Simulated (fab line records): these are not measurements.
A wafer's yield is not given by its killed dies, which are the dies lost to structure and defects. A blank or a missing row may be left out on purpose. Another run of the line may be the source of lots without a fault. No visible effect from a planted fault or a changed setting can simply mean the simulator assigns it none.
Matching of chambers -- flow n5Finfet -- aldSin-01 running N5_FIN_SAQP_SPACER2_ALD_28: 4 sister chambers
The step deposits SiO2, target thk 8.1 nm, pulse time 1 s, purge time 2 s. 8 wafers are shown with their chamber, then 12 later ones without.

== WAFERS PAIRED WITH THEIR CHAMBERS ==
wafer,chamber,heaterPowerW (W),precursorPulseHeightRel
L085.2,0,461,1.009
L088.4,0,445,1.001
L089.1,1,463,1.012
L089.3,2,495,1.007
L089.6,3,484,1.012
L090.1,2,503,1.007
L090.2,3,468,1.015
L090.4,1,463,0.984

== WAFERS WHOSE CHAMBER IS MISSING ==
wafer,heaterPowerW (W),precursorPulseHeightRel
L093.1,484,0.987
L093.2,457,1.012
L093.6,466,1.007
L094.2,493,1.019
L094.5,495,1.024
L094.6,454,1.033
L096.1,461,1.000
L096.2,448,1.009
L096.6,480,1.011
L097.1,457,0.997
L097.3,504,1.011
L097.5,485,0.988

== THE CHAMBER EACH PASSED THROUGH ==
wafer,from the rows above,in truth
L093.1,can't be placed: 2 or 1 or 3 or 0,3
L093.2,can't be placed: 0 or 1 or 3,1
L093.6,can't be placed: 1 or 3 or 0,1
L094.2,can't be placed: 2 or 3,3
L094.5,can't be placed: 2 or 3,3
L094.6,can't be placed: 0 or 3 or 1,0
L096.1,can't be placed: 1 or 0 or 3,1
L096.2,can't be placed: 0 or 1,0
L096.6,can't be placed: 3 or 2 or 1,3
L097.1,can't be placed: 1 or 0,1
L097.3,2,2
L097.5,can't be placed: 2 or 3 or 1 or 0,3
Placed correctly: 1 of 12. From these rows, 11 cannot be placed; in 11 the true chamber is one of the candidates. Placed wrongly: 0.
How it was worked out, from the rows above alone: a wafer's distance from a chamber is the root of the sum, over the readings, of the square of ((its reading less the chamber's mean) divided by the reading's scatter). The wafer belongs to the nearest chamber; if the next one is less than 2 further off, it can't be placed. A chamber's mean is the mean of its shown wafers. How the scatter is found: for the shown wafers, subtract from each reading the mean of its chamber, square and add these, divide the total by (wafers less chambers), then take the root.
